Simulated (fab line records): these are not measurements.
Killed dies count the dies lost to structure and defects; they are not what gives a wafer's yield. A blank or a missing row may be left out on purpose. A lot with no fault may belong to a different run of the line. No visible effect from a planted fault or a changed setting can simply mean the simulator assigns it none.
What tool caused it?    flow n5Finfet    Sampling: 10 lots, 28 wafers, 2 of 1938 route steps

## WHAT THE GAUGES READ, wafer by wafer
N5_BEOL_M14_INSPECT_55: inspects for defects (darkfield).
lot   measured      on                rawDefectCount
L703  day 10 18:45  defectInspect-01  87 85 64
L705  day 11 11:20  defectInspect-02  80 58 61
L708  day 11 21:11  defectInspect-01  64 67 58
L711  day 13 02:55  defectInspect-02  93 91 82
L720  day 15 08:49  defectInspect-01  65 54
L718  day 15 08:35  defectInspect-01  52 48
L721  day 15 18:55  defectInspect-01  48 59 38
L723  day 16 06:31  defectInspect-02  134 132 116
L724  day 16 16:15  defectInspect-01  54 75 32
L726  day 16 23:56  defectInspect-02  128 68 95

## TOOL THAT RAN EACH LOT (tool first, then ch and the chambers of the sampled wafers, then the start)
lot   N5_BEOL_M14_ETCH_38
L703  rieDiel-06 ch 0,2, day 10 18:45 or earlier
L705  rieDiel-03 ch 0,1, day 11 11:20 or earlier
L708  rieDiel-01 ch 2,3, day 11 21:11 or earlier
L711  rieDiel-01 ch 0,1,2, day 13 02:55 or earlier
L720  rieDiel-03 ch 1,3, day 15 08:49 or earlier
L718  rieDiel-06 ch 0,1, day 15 08:35 or earlier
L721  rieDiel-01 ch 0,2, day 15 18:55 or earlier
L723  rieDiel-03 ch 0,1,2, day 16 06:31 or earlier
L724  rieDiel-01 ch 0,3, day 16 16:15 or earlier
L726  rieDiel-03 ch 1,2, day 16 23:56 or earlier
- N5_BEOL_M14_ETCH_38: etches SiCN in CF4/N2, target depth 106.5 nm, time 120.6 s.

## WHAT THE TOOLS THEMSELVES READ (means of the sampled wafers that have a number; where no wafer has one, the mark that the record gives instead)
N5_BEOL_M14_ETCH_38.
lot   tool        drypumpMotorCurrentA (A)  mfcArSccm (sccm)  n2FlowSccm (sccm)  oesProductAu (a.u.)  rfFwdPowerW (W)  rfVppV (V)  showerheadPlenumPTorr (Torr)  throttleValvePct (%)
L703  rieDiel-06  5.1                       99.99             60.13              0.76                 429.6            381.7       2.17                          15.60
L705  rieDiel-03  5.3                       100.00            60.04              0.74                 428.8            381.7       2.17                          15.33
L708  rieDiel-01  6.0                       99.81             59.90              0.80                 428.3            384.7       2.32                          15.37
L711  rieDiel-01  5.5                       99.94             60.09              0.78                 429.9            382.8       2.21                          15.60
L720  rieDiel-03  5.3                       100.28            60.15              0.79                 429.6            381.0       2.17                          15.32
L718  rieDiel-06  5.2                       100.03            60.03              0.71                 428.9            382.8       2.23                          15.67
L721  rieDiel-01  5.3                       100.08            59.88              0.80                 427.4            383.3       2.25                          15.66
L723  rieDiel-03  5.6                       100.32            60.04              0.86                 428.7            383.3       2.24                          15.26
L724  rieDiel-01  5.9                       99.84             60.13              0.90                 428.8            381.9       2.20                          15.28
L726  rieDiel-03  5.5                       99.84             60.04              0.83                 427.9            383.6       2.27                          15.27

## THE ANSWER, worked out from the rows above alone
Rule: usual is defined by the lots themselves. The widest of any qualifying gaps counts: lots, ordered by their means at a reading, are off when they make up no more than a third of the lots, leave a main group of 4 or more, and stand apart from it by 3 or more times the standard deviation of that group's means. Not used: any main group whose means are identical at the precision the tables above print for the reading. A lot without any number at a reading at which 4 lots or more have one is off too. All remaining lots with rows at the step are treated as sound. After the gauges, taken in route order, come the tools' own readings; for these a lot's mean is taken, as printed above. At the first step where some lot is off, the reading lying furthest off is the one used; lots without a number count as furthest.
No lot is off at any reading shown: from this, nothing can be told.

## WHAT THE SIMULATOR HAD PUT IN
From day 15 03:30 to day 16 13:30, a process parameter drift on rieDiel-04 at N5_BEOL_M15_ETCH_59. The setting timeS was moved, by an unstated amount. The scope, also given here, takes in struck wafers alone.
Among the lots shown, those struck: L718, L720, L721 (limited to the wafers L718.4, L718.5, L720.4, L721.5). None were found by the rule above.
